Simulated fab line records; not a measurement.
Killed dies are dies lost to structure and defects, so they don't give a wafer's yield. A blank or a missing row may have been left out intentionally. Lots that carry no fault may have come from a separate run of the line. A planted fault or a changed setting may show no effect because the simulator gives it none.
The tool behind it: which one? ; flow n5_finfet ; 29 wafers from 10 lots sampled at 4 of the route's 1938 steps

## WHAT THE GAUGES SHOWED, per wafer
N5_BEOL_M4_RC_MEAS_101.
lot;measured;on;VT_N_LONG (mV)
L633;day 8 12:22;prober-02;274.3 274.8 275.4
L634;day 8 17:25;prober-02;277.9 277.4 277.2
L635;day 8 19:13;prober-01;274.1 274.0 273.8
L636;day 8 19:07;prober-02;276.8 273.0 274.7
L637;day 9 18:07;prober-01;277.3 277.6
L646;day 11 06:49;prober-01;275.4 275.2 274.8
L647;day 11 16:44;prober-01;273.2 272.8 271.2
L648;day 12 00:05;prober-01;335.7 336.3 336.0
L651;day 12 19:56;prober-02;334.7 334.7 334.9
L653;day 13 15:59;prober-02;276.5 275.8 273.8

## TOOL THAT RAN EACH LOT (tool first, then ch and the chambers of the sampled wafers, then the start)
lot;N5_HKMG_FIN_WET_ETCH_18;N5_BEOL_M4_ANNEAL_89;N5_BEOL_M4_ANNEAL_95
L633;wet_bench-04 ch 2,4,5, day 4 06:26;pvd_sputter-01, day 8 09:59;pvd_sputter-01, day 8 10:39
L634;wet_bench-04 ch 0,5,6, day 4 12:34;pvd_sputter-02, day 8 14:52;pvd_sputter-02, day 8 15:31
L635;wet_bench-04 ch 0,4,5, day 4 16:50;pvd_sputter-02, day 8 17:04;pvd_sputter-02, day 8 17:43
L636;wet_bench-04 ch 0,3,5, day 4 23:34;pvd_sputter-01, day 8 16:56;pvd_sputter-01, day 8 17:36
L637;wet_bench-04 ch 0,4, day 5 08:04;pvd_sputter-03, day 9 15:47;pvd_sputter-03, day 9 16:26
L646;wet_bench-04 ch 4,5,6, day 7 08:58;pvd_sputter-03, day 11 04:28;pvd_sputter-03, day 11 05:08
L647;wet_bench-04 ch 0,5,7, day 7 18:28;pvd_sputter-02, day 11 14:40;pvd_sputter-02, day 11 15:20
L648;wet_bench-04 ch 5,6,7, day 8 04:20;pvd_sputter-02, day 11 22:01;pvd_sputter-02, day 11 22:40
L651;wet_bench-04 ch 1,5,6, day 8 16:19;pvd_sputter-01, day 12 18:02;pvd_sputter-01, day 12 18:42
L653;wet_bench-05 ch 2,3,4, day 9 08:41;pvd_sputter-02, day 13 14:04;pvd_sputter-02, day 13 14:44
- N5_HKMG_FIN_WET_ETCH_18: etches TiN in SC1, time 55 s, target depth 5.2 nm, rinse time 30 s.
- N5_BEOL_M4_ANNEAL_89: time 240 s.
- N5_BEOL_M4_ANNEAL_95: time 240 s.

## THE ANSWER, worked out from the rows above alone
Rule: what is usual is taken from the lots themselves. The widest of any qualifying gaps counts: lots, ordered by their means at a reading, are off when they make up no more than a third of the lots, leave a main group of 4 or more, and stand apart from it by 3 or more times the standard deviation of that group's means. A main group is skipped when, at the precision printed for the reading in the tables above, its means are all equal. A lot without any number at a reading at which 4 lots or more have one is off too. All remaining lots with rows at the step are treated as sound.
Off: at N5_BEOL_M4_RC_MEAS_101 (VT_N_LONG), L648, L651. The main group: mean 275.2 mV, standard deviation 1.6.
If a tool, at a process step before that reading, ran all the lots that are off and no sound lot after the first of them, it fits. Those tools and the gauges at N5_BEOL_M4_RC_MEAS_101 are tried in the same way. One candidate fits, namely wet_bench-04 at N5_HKMG_FIN_WET_ETCH_18. Its last sound lot is L647 (day 7 18:28), its first lot that is off L648 (day 8 04:20): a fault that began between those two fits.

## WHAT THE SIMULATOR HAD INSERTED
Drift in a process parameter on wet_bench-04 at N5_HKMG_FIN_WET_ETCH_18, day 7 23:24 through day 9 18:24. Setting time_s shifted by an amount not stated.
Lots struck among those shown: L648, L651. This agrees with what the rule above found.
